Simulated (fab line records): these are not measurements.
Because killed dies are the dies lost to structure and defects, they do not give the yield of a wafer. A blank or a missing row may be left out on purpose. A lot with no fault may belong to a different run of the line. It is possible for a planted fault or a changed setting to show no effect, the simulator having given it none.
8D (eight disciplines) problem report, filled in by code / flow n5Finfet / the parts of the form that need people (team, actions taken, sign-off) are left out

## 1. PROBLEM STATEMENT
Mean of spinSpeedRpm at N5_BEOL_M4_COAT_05: 1729.2 rpm across 6 wafers in 2 lots; on wafers with no fault it is 1500.0 rpm (standard deviation 1.1). So: +99 or more standard deviations from the usual mean.
The step: resist thk 30 nm.
Earliest sighting: wafer L971.4 on lithoTrack-04 at day 10 04:48. The record has a number at this step for 31 wafers belonging to 11 lots. Rule for "out", or "out of limits": more than 4 standard deviations from the usual mean. The rest of the wafers with a number are treated as sound.

## 2. WHAT IT IS AND WHAT IT IS NOT
question=which readings at this step | is=spinSpeedRpm | is not=dispensePressureKPa
question=which lots | is=L971, L973 | is not=L960, L962, L965, L967, L974, L975, L977, L979, L982
question=which wafers of those lots | is=all that have a number | is not=-
question=read on which tools | is=lithoTrack-04 | is not=lithoTrack-01, lithoTrack-03
question=when | is=from day 10 04:48 | is not=up to then (12 sound wafers); but 13 sound wafers of L974, L975, L977, L979, L982 came after

## 3. SUSPECTS, AND WHAT RULES EACH OUT
Counting: any tool at a process step up to the reading is kept as a suspect provided that every lot that is out went through it and no sound lot did after the first of them.
- pvdSputter-01 at N5_BEOL_M3_SPUTTER_90 (material Cu, target thk 4.5 nm, time 8.29 s): ruled out as a lasting fault. After its first lot that is out, L971 (day 10 02:02), sound lots L977 ran on it.
- pecvd-02 at N5_BEOL_M4_PECVD_72 (deposits SiO2 from TEOS/O2, target thk 16 nm, time 18 s): ruled out as a lasting fault. After its first lot that is out, L971 (day 10 03:56), sound lots L975, L977 ran on it.
- lithoTrack-04 at N5_BEOL_M4_COAT_05 (resist thk 30 nm): kept. It ran every lot that is out, first L971 (day 10 04:48), and no sound lot after that; its last sound lot up to then is L960 (day 7 18:54). On those wafers its own readings are out: spinSpeedRpm.
Left after counting: lithoTrack-04 at N5_BEOL_M4_COAT_05.

## 4. THE CAUSE (what the simulator had put in)
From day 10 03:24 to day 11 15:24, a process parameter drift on lithoTrack-04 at N5_BEOL_M4_COAT_05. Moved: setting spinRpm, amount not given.
This tool alone remained once counting was done.

## 5. THE EFFECT CHAIN, in route order
Rows list readings where the struck wafers' mean (over those with a number) sits beyond 3 standard deviations from the usual. Only readings for which the record gives a usual standard deviation are gone through. hours: the time from each lot's start at the first step in this table that gives one to its start at this step, as a median over the lots. sigmas: the change in usual standard deviations.
hours=0; step=N5_BEOL_M4_COAT_05; reading=spinSpeedRpm; usual=1500.0 rpm; on struck wafers=1729.2; change=+229.2; sigmas=+99 or more
Its process steps:
- N5_BEOL_M4_COAT_05: resist thk 30 nm.
At these later measuring or inspecting steps, every struck wafer for which the step has a row has a number for every such reading, and none has moved that far: N5_BEOL_M4_CD_MEAS_11, N5_BEOL_M4_RC_MEAS_101.

## 6. HOW IT WOULD HAVE BEEN CAUGHT EARLIER
In this record the first reading out of limits was taken at day 10 04:48, 1 hour after the fault began at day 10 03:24.
